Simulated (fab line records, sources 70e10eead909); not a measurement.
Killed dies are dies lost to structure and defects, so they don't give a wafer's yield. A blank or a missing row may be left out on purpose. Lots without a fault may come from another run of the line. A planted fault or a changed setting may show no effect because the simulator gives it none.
Chamber matching | flow nand_harc | NHARC_P_GATE_DESCUM_93 on rie_diel-12: 4 sister chambers
The step chemistry O2, time 3 s. 22 wafers are shown with their chamber, then 11 later ones without.

WAFERS WITH THEIR CHAMBER
wafer  | chamber | drypump_motor_current_A (A) | oes_product_au (a.u.) | rf_vpp_V (V)
L074.3 | 3       | 6.3                         | 0.998                 | 60.0
L074.4 | 0       | 6.6                         | 1.008                 | 57.8
L074.5 | 3       | 6.3                         | 1.001                 | 57.1
L078.1 | 3       | 6.3                         | 1.003                 | 58.5
L078.2 | 0       | 6.7                         | 1.005                 | 58.0
L078.5 | 2       | 5.7                         | 1.005                 | 58.3
L080.3 | 3       | 6.3                         | 1.001                 | 57.1
L080.5 | 3       | 6.3                         | 0.989                 | 58.4
L080.6 | 2       | 5.8                         | 0.994                 | 58.5
L081.1 | 0       | 6.7                         | 1.007                 | 58.1
L081.4 | 1       | 5.6                         | 1.004                 | 57.5
L081.6 | 0       | 6.7                         | 1.006                 | 56.2
L084.1 | 2       | 5.7                         | 0.987                 | 56.9
L084.2 | 1       | 5.7                         | 1.010                 | 56.5
L084.4 | 3       | 6.3                         | 1.001                 | 59.3
L083.1 | 3       | 6.3                         | 1.006                 | 58.3
L083.2 | 0       | 6.6                         | 1.005                 | 56.7
L083.6 | 3       | 6.3                         | 1.008                 | 57.3
L086.1 | 3       | 6.3                         | 0.987                 | 57.5
L086.2 | 2       | 5.8                         | 0.991                 | 57.9
L086.6 | 1       | 5.7                         | 1.014                 | 57.1
L094.1 | 1       | 5.7                         | 1.009                 | 57.4

SIGNATURES (means of the wafers above)
reading                 | chamber 0 | chamber 1 | chamber 2 | chamber 3 | scatter within a chamber
drypump_motor_current_A | 6.660     | 5.675     | 5.750     | 6.300     | 0.0405
oes_product_au          | 1.00620   | 1.00925   | 0.99425   | 0.99933   | 0.00595
rf_vpp_V                | 57.360    | 57.125    | 57.900    | 58.167    | 0.862
Rule: a wafer's distance from a chamber is the root of the sum, over the readings, of the square of ((its reading less the chamber's mean) divided by the reading's scatter). The wafer belongs to the nearest chamber; if the next one is less than 2 further off, it can't be placed. The scatter: the root of (the sum of the squares of (reading less its chamber's mean) over the shown wafers, divided by (wafers less chambers)).

WAFERS WITHOUT THEIR CHAMBER
wafer  | drypump_motor_current_A (A) | oes_product_au (a.u.) | rf_vpp_V (V)
L094.2 | 6.7                         | 0.993                 | 58.4
L094.6 | 5.6                         | 1.011                 | 57.3
L095.2 | 5.8                         | 0.999                 | 57.9
L095.3 | 6.3                         | 0.994                 | 57.3
L095.6 | 6.6                         | 0.989                 | 56.7
L096.1 | 5.7                         | 0.999                 | 57.9
L096.3 | 6.3                         | 0.995                 | 58.3
L096.4 | 6.7                         | 0.997                 | 57.6
L097.1 | 5.8                         | 1.007                 | 58.1
L097.3 | 5.7                         | 1.002                 | 57.2
L097.6 | 5.7                         | 1.009                 | 57.6

WHICH CHAMBER EACH WENT THROUGH
wafer  | from the rows above     | in truth
L094.2 | 0                       | 0
L094.6 | 1                       | 1
L095.2 | 2                       | 2
L095.3 | 3                       | 3
L095.6 | 0                       | 0
L096.1 | can't be placed: 2 or 1 | 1
L096.3 | 3                       | 3
L096.4 | 0                       | 0
L097.1 | can't be placed: 2 or 1 | 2
L097.3 | can't be placed: 1 or 2 | 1
L097.6 | can't be placed: 1 or 2 | 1
Placed correctly: 7 of 11. Can't be placed from these rows: 4 (the true chamber is among the candidates in 4). Placed wrongly: 0.
